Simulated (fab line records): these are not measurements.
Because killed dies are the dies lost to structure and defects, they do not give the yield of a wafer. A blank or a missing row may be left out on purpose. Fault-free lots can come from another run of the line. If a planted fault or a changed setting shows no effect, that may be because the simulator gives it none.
Lot-split experiment || flow n5-finfet || 39 wafers read across 7 lots, on a route 1938 steps long

== THE SPLIT ==
At N5_BEOL_M5_ILD_DEP_00 (deposits SiCOH lowk from DEMS/porogen, target thk 140.64 nm, time 25.9 s), the setting target-thk-a was moved away from the recipe's 1406.4 angstrom on 15 of the 39 wafers read, by -42.2% to +22.4%. The other wafers ran this setting at the recipe's value.

== FROM SPLIT TO READING: 1 step shown by the file between the two ==
- N5_BEOL_M5_CURE_79: cures SiCOH lowk, time 240 s

== THE READING ==
M5_ILD_THK in nanometres, read at N5_BEOL_M5_THK_MEAS_01. A value of 121.6 nm with a standard deviation of 2.2 nm is what fault-free wafers of this fab line usually give.

{"wafer": "L080.1", "tool, chamber at the split": "pecvd-04, 2", "target-thk-a as run, angstrom": 1406.4, "against the recipe": "recipe", "M5_ILD_THK, nm": 119.3, "against lot-mates on the recipe": "-"}
{"wafer": "L080.2", "tool, chamber at the split": "pecvd-04, 0", "target-thk-a as run, angstrom": 1113, "against the recipe": "-20.9%", "M5_ILD_THK, nm": 97.3, "against lot-mates on the recipe": -23.6}
{"wafer": "L080.3", "tool, chamber at the split": "pecvd-04, 1", "target-thk-a as run, angstrom": 1113, "against the recipe": "-20.9%", "M5_ILD_THK, nm": 96.0, "against lot-mates on the recipe": -24.9}
{"wafer": "L080.4", "tool, chamber at the split": "pecvd-04, 0", "target-thk-a as run, angstrom": 1113, "against the recipe": "-20.9%", "M5_ILD_THK, nm": 99.8, "against lot-mates on the recipe": -21.1}
{"wafer": "L080.5", "tool, chamber at the split": "pecvd-04, 1", "target-thk-a as run, angstrom": 1406.4, "against the recipe": "recipe", "M5_ILD_THK, nm": 121.7, "against lot-mates on the recipe": "-"}
{"wafer": "L080.6", "tool, chamber at the split": "pecvd-04, 2", "target-thk-a as run, angstrom": 1406.4, "against the recipe": "recipe", "M5_ILD_THK, nm": 121.8, "against lot-mates on the recipe": "-"}
{"wafer": "L082.2", "tool, chamber at the split": "pecvd-02, 1", "target-thk-a as run, angstrom": 1406.4, "against the recipe": "recipe", "M5_ILD_THK, nm": 121.2, "against lot-mates on the recipe": "-"}
{"wafer": "L082.4", "tool, chamber at the split": "pecvd-02, 1", "target-thk-a as run, angstrom": 1406.4, "against the recipe": "recipe", "M5_ILD_THK, nm": 122.3, "against lot-mates on the recipe": "-"}
{"wafer": "L082.6", "tool, chamber at the split": "pecvd-02, 1", "target-thk-a as run, angstrom": 1406.4, "against the recipe": "recipe", "M5_ILD_THK, nm": 122.2, "against lot-mates on the recipe": "-"}
{"wafer": "L087.1", "tool, chamber at the split": "pecvd-04, 2", "target-thk-a as run, angstrom": 1406.4, "against the recipe": "recipe", "M5_ILD_THK, nm": 121.1, "against lot-mates on the recipe": "-"}
{"wafer": "L087.2", "tool, chamber at the split": "pecvd-04, 1", "target-thk-a as run, angstrom": 1406.4, "against the recipe": "recipe", "M5_ILD_THK, nm": 121.1, "against lot-mates on the recipe": "-"}
{"wafer": "L087.3", "tool, chamber at the split": "pecvd-04, 0", "target-thk-a as run, angstrom": 855.5, "against the recipe": "-39.2%", "M5_ILD_THK, nm": 74.8, "against lot-mates on the recipe": -47.1}
{"wafer": "L087.4", "tool, chamber at the split": "pecvd-04, 1", "target-thk-a as run, angstrom": 855.5, "against the recipe": "-39.2%", "M5_ILD_THK, nm": 75.4, "against lot-mates on the recipe": -46.5}
{"wafer": "L087.5", "tool, chamber at the split": "pecvd-04, 2", "target-thk-a as run, angstrom": 855.5, "against the recipe": "-39.2%", "M5_ILD_THK, nm": 73.3, "against lot-mates on the recipe": -48.6}
{"wafer": "L087.6", "tool, chamber at the split": "pecvd-04, 0", "target-thk-a as run, angstrom": 1406.4, "against the recipe": "recipe", "M5_ILD_THK, nm": 123.6, "against lot-mates on the recipe": "-"}
{"wafer": "L090.1", "tool, chamber at the split": "pecvd-04, 2,1", "target-thk-a as run, angstrom": 1406.4, "against the recipe": "recipe", "M5_ILD_THK, nm": 120.3, "against lot-mates on the recipe": "-"}
{"wafer": "L090.2", "tool, chamber at the split": "pecvd-04, 0", "target-thk-a as run, angstrom": 1663, "against the recipe": "+18.2%", "M5_ILD_THK, nm": 143.6, "against lot-mates on the recipe": "+22.6"}
{"wafer": "L090.3", "tool, chamber at the split": "pecvd-04, 2,1", "target-thk-a as run, angstrom": 1406.4, "against the recipe": "recipe", "M5_ILD_THK, nm": 120.0, "against lot-mates on the recipe": "-"}
{"wafer": "L090.4", "tool, chamber at the split": "pecvd-04, 1", "target-thk-a as run, angstrom": 1406.4, "against the recipe": "recipe", "M5_ILD_THK, nm": 122.8, "against lot-mates on the recipe": "-"}
{"wafer": "L090.5", "tool, chamber at the split": "pecvd-04, 0", "target-thk-a as run, angstrom": 1663, "against the recipe": "+18.2%", "M5_ILD_THK, nm": 146.4, "against lot-mates on the recipe": "+25.4"}
{"wafer": "L090.6", "tool, chamber at the split": "pecvd-04, 2", "target-thk-a as run, angstrom": 1663, "against the recipe": "+18.2%", "M5_ILD_THK, nm": 144.2, "against lot-mates on the recipe": "+23.2"}
{"wafer": "L091.1", "tool, chamber at the split": "pecvd-04, 1", "target-thk-a as run, angstrom": 1406.4, "against the recipe": "recipe", "M5_ILD_THK, nm": 121.3, "against lot-mates on the recipe": "-"}
{"wafer": "L091.2", "tool, chamber at the split": "pecvd-04, 2", "target-thk-a as run, angstrom": 812.7, "against the recipe": "-42.2%", "M5_ILD_THK, nm": 71.7, "against lot-mates on the recipe": -50.9}
{"wafer": "L091.3", "tool, chamber at the split": "pecvd-04, 0", "target-thk-a as run, angstrom": 1406.4, "against the recipe": "recipe", "M5_ILD_THK, nm": 122.7, "against lot-mates on the recipe": "-"}
{"wafer": "L091.4", "tool, chamber at the split": "pecvd-04, 2", "target-thk-a as run, angstrom": 1406.4, "against the recipe": "recipe", "M5_ILD_THK, nm": 123.7, "against lot-mates on the recipe": "-"}
{"wafer": "L091.5", "tool, chamber at the split": "pecvd-04, 1", "target-thk-a as run, angstrom": 812.7, "against the recipe": "-42.2%", "M5_ILD_THK, nm": 72.2, "against lot-mates on the recipe": -50.4}
{"wafer": "L091.6", "tool, chamber at the split": "pecvd-04, 0", "target-thk-a as run, angstrom": 812.7, "against the recipe": "-42.2%", "M5_ILD_THK, nm": 74.1, "against lot-mates on the recipe": -48.5}
{"wafer": "L094.1", "tool, chamber at the split": "pecvd-02, 2", "target-thk-a as run, angstrom": 1721, "against the recipe": "+22.4%", "M5_ILD_THK, nm": 145.6, "against lot-mates on the recipe": "+24.3"}
{"wafer": "L094.2", "tool, chamber at the split": "pecvd-02, 0", "target-thk-a as run, angstrom": 1721, "against the recipe": "+22.4%", "M5_ILD_THK, nm": 149.5, "against lot-mates on the recipe": "+28.2"}
{"wafer": "L094.3", "tool, chamber at the split": "pecvd-02, 1", "target-thk-a as run, angstrom": 1406.4, "against the recipe": "recipe", "M5_ILD_THK, nm": 118.9, "against lot-mates on the recipe": "-"}
{"wafer": "L094.4", "tool, chamber at the split": "pecvd-02, 0", "target-thk-a as run, angstrom": 1406.4, "against the recipe": "recipe", "M5_ILD_THK, nm": 124.1, "against lot-mates on the recipe": "-"}
{"wafer": "L094.5", "tool, chamber at the split": "pecvd-02, 1", "target-thk-a as run, angstrom": 1721, "against the recipe": "+22.4%", "M5_ILD_THK, nm": 148.9, "against lot-mates on the recipe": "+27.6"}
{"wafer": "L094.6", "tool, chamber at the split": "pecvd-02, 2", "target-thk-a as run, angstrom": 1406.4, "against the recipe": "recipe", "M5_ILD_THK, nm": 120.8, "against lot-mates on the recipe": "-"}
{"wafer": "L095.1", "tool, chamber at the split": "pecvd-01, 0", "target-thk-a as run, angstrom": 1406.4, "against the recipe": "recipe", "M5_ILD_THK, nm": 119.0, "against lot-mates on the recipe": "-"}
{"wafer": "L095.2", "tool, chamber at the split": "pecvd-01, 2", "target-thk-a as run, angstrom": 1406.4, "against the recipe": "recipe", "M5_ILD_THK, nm": 120.8, "against lot-mates on the recipe": "-"}
{"wafer": "L095.3", "tool, chamber at the split": "pecvd-01, 1", "target-thk-a as run, angstrom": 1406.4, "against the recipe": "recipe", "M5_ILD_THK, nm": 117.6, "against lot-mates on the recipe": "-"}
{"wafer": "L095.4", "tool, chamber at the split": "pecvd-01, 1", "target-thk-a as run, angstrom": 1406.4, "against the recipe": "recipe", "M5_ILD_THK, nm": 120.0, "against lot-mates on the recipe": "-"}
{"wafer": "L095.5", "tool, chamber at the split": "pecvd-01, 0", "target-thk-a as run, angstrom": 1406.4, "against the recipe": "recipe", "M5_ILD_THK, nm": 119.4, "against lot-mates on the recipe": "-"}
{"wafer": "L095.6", "tool, chamber at the split": "pecvd-01, 2", "target-thk-a as run, angstrom": 1406.4, "against the recipe": "recipe", "M5_ILD_THK, nm": 121.7, "against lot-mates on the recipe": "-"}
When a row names more than one chamber, that row covers several wafers, and the file does not tell which wafer ran in which chamber.

FIT RESULTS
A straight line over all 39 wafers: M5_ILD_THK changes by +1.18 nm for each +1% of target-thk-a; r = +1.00; the points scatter about the line by 1.7 nm.
The same after taking each lot's own level away (the mean of its wafers on the recipe; 39 wafers): +1.2 nm for each +1%; r = +1.00; scatter 1.5 nm.
The reading moves by 51 nm for the largest change in target-thk-a, on that fit.
Measured against the standard deviation above, the lots' own levels, which go from 119.75 to 122.57 nm, span 1.3 times it.
Consequently the slope shifts little with the lot-to-lot level, the two slopes agreeing.
Check: -50.2 nm against its lot-mates is what the line predicts for one of the wafers moved furthest among these (-42.2%) when that wafer is left out of the fit. It came out at -50.9 nm against them.

== THE WHOLE CHAIN: every reading that the file lists as answering this split, in the file's order ==
{"step": "N5_BEOL_M5_ILD_DEP_00", "what it does": "deposits SiCOH lowk from DEMS/porogen, target thk 140.64 nm, time 25.9 s", "reading": "SiCOH_lowk_of_BEOL_M5_ILD_DEP_00.thk-nm (the simulator's own value, which no gauge read)", "change (the file's fit)": "+1.38 nm for each +1% of the setting", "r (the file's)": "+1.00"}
{"step": "N5_BEOL_M5_CURE_79", "what it does": "cures SiCOH lowk, time 240 s", "reading": "SiCOH_lowk_of_BEOL_M5_ILD_DEP_00.thk-nm (the simulator's own value, which no gauge read)", "change (the file's fit)": "+1.19 nm for each +1% of the setting", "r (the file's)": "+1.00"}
{"step": "N5_BEOL_M5_THK_MEAS_01", "what it does": "", "reading": "M5_ILD_THK", "change (the file's fit)": "+1.2 for each +1% of the setting", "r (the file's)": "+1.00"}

== FILE'S OWN FIT ==
M5_ILD_THK changes by +1.2 nm for each +1% of target-thk-a, r = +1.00.
